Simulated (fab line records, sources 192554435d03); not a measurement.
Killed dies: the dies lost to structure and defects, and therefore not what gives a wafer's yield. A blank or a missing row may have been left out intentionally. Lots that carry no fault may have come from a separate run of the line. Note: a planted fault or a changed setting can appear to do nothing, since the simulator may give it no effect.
Chamber matching | flow n5_finfet | N5_BEOL_M1_PRE_CLEAN_60 on cvd_co-01: 3 sister chambers
The step time 15 s. 14 wafers are shown with their chamber, then 7 later ones without.

## WAFERS WITH THEIR CHAMBER
wafer  | chamber | heater_power_w (W)
L140.1 | 2       | 74
L140.4 | 2       | 76
L140.5 | 1       | 107
L144.2 | 0       | 62
L144.3 | 1       | 105
L144.4 | 0       | 59
L143.1 | 2       | 77
L143.3 | 0       | 61
L143.6 | 2       | 75
L145.2 | 0       | 61
L145.4 | 1       | 107
L145.5 | 2       | 78
L147.1 | 1       | 103
L147.4 | 2       | 78

SIGNATURES (means of the wafers above)
reading        | chamber 0 | chamber 1 | chamber 2 | scatter within a chamber
heater_power_w | 60.75     | 105.50    | 76.33     | 1.63
Rule: for a wafer and a chamber, the distance is found by dividing, reading by reading, the gap between the wafer's reading and the chamber's mean by the reading's scatter, squaring, summing and taking the root. The wafer belongs to the nearest chamber; if the next one is less than 2 further off, it can't be placed. The scatter: take each reading less its chamber's mean, square it, sum over the shown wafers, divide by the number of wafers less the number of chambers, and take the root.

## WAFERS WHOSE CHAMBER IS MISSING
wafer  | heater_power_w (W)
L147.6 | 105
L150.1 | 106
L150.2 | 77
L150.4 | 61
L155.1 | 105
L155.3 | 105
L155.5 | 78

## EACH ONE'S CHAMBER
wafer  | from the rows above | in truth
L147.6 | 1                   | 1
L150.1 | 1                   | 1
L150.2 | 2                   | 2
L150.4 | 0                   | 0
L155.1 | 1                   | 1
L155.3 | 1                   | 1
L155.5 | 2                   | 2
7 of 7 placed correctly. Not placeable from these rows: 0. Placed wrongly: 0.
